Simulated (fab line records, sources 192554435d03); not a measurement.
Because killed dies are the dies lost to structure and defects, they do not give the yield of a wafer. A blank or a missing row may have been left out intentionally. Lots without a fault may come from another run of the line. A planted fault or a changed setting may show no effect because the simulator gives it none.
Split-lot trial -- flow n5 finfet -- 7 lots, 21 wafers read, on a route of 1938 steps

THE SPLIT ITSELF
At N5_BEOL_M13_COAT_22 (resist thk 300 nm), the setting spin rpm was moved away from the recipe's 2888 rpm on 9 of the 21 wafers read, by -7.0% to +7.4%. The other wafers ran this setting at the recipe's value.

FROM THE SPLIT TO THE READING: what the file shows between them, 2 steps
- N5_BEOL_M13_EBR_24
- N5_BEOL_M13_SOFTBAKE_23: time 60 s

THE READING
coat_of_BEOL_M13_COAT_22.thk nm (the simulator's own value, which no gauge read), in nm, at N5_BEOL_M13_DESCUM_33 (chemistry O2, time 7.9 s). The file does not state a usual value for it. Here, 12 wafers ran the recipe; their average is 282.2 nm with a standard deviation of 0.92 nm.

wafer,"tool, chamber at the split","spin rpm as run, rpm",against the recipe,"coat_of_BEOL_M13_COAT_22.thk nm, nm",against lot-mates on the recipe
L076.2,"litho track-02, 0",3103,+7.4%,272,-11.1
L076.4,"litho track-02, 0",2888,recipe,283.2,-
L076.5,"litho track-02, 0",2888,recipe,283,-
L078.1,"litho track-01, 0",2888,recipe,281.6,-
L078.3,"litho track-01, 0",2888,recipe,281.2,-
L078.4,"litho track-01, 0",2888,recipe,280.4,-
L083.1,"litho track-01, 0",2802,-3.0%,284.8,+3.8
L083.5,"litho track-01, 0",2802,-3.0%,285.4,+4.4
L083.6,"litho track-01, 0",2888,recipe,281,-
L090.4,"litho track-02, 0",2761,-4.4%,290,+7.2
L090.5,"litho track-02, 0",2761,-4.4%,289.2,+6.4
L090.6,"litho track-02, 0",2888,recipe,282.8,-
L093.1,"litho track-03, 0",2687,-7.0%,293.4,+10.8
L093.2,"litho track-03, 0",2888,recipe,282.6,-
L093.3,"litho track-03, 0",2687,-7.0%,293.8,+11.2
L092.1,"litho track-01, 0",3003,+4.0%,276,-6.2
L092.3,"litho track-01, 0",3003,+4.0%,275.6,-6.6
L092.6,"litho track-01, 0",2888,recipe,282.2,-
L097.3,"litho track-01, 0",2888,recipe,282.8,-
L097.4,"litho track-01, 0",2888,recipe,283,-
L097.5,"litho track-01, 0",2888,recipe,283.2,-

THE FIT
A straight line over all 21 wafers: coat_of_BEOL_M13_COAT_22.thk nm changes by -1.53 nm for each +1% of spin rpm; r = -0.98; the points scatter about the line by 1 nm.
The same after taking each lot's own level away (the mean of its wafers on the recipe; 21 wafers): -1.54 nm for each +1%; r = -1.00; scatter 0.36 nm.
That fit puts the effect of the largest move of spin rpm on the reading at 11 nm.
The span of the lots' own levels, 281.00 to 283.10 nm, comes to 2.3 times the standard deviation stated above.
The two slopes agree, so the slope changes little with the lot-to-lot level.
Check: with one of the wafers moved furthest among these (+7.4%) left out of the fit, the line predicts -11.7 nm for it against its lot-mates. It came out at -11.1 nm against them.

THESE WAFERS: OTHER SPLITS
Other splits were also applied to these wafers ahead of the reading. Each is held against what the fit with the lots' levels taken away leaves over:
other split on the same wafers,wafers away from the commonest value,r with coat_of_BEOL_M13_COAT_22.thk nm (lot level and that fit taken away)
N5_BEOL_M11_VIA_ETCH_34 time s,4,+0.05
N5_BEOL_M11_TRENCH_ETCH_37 bias w,10,-0.07
N5_BEOL_M12_COAT_58 spin rpm,7,+0.04
N5_BEOL_M12_DESCUM_15 time s,9,+0.04

THE WHOLE CHAIN: every reading that the file lists as answering this split, in the file's order
step,what it does,reading,change (the file's fit),r (the file's)
N5_BEOL_M13_COAT_22,resist thk 300 nm,"coat_of_BEOL_M13_COAT_22.thk nm (the simulator's own value, which no gauge read)",-1.55 nm for each +1% of the setting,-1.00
N5_BEOL_M13_DESCUM_33,"chemistry O2, time 7.9 s","coat_of_BEOL_M13_COAT_22.thk nm (the simulator's own value, which no gauge read)",-1.53 nm for each +1% of the setting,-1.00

FILE'S OWN FIT
coat_of_BEOL_M13_COAT_22.thk nm changes by -1.53 nm for each +1% of spin rpm, r = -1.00.
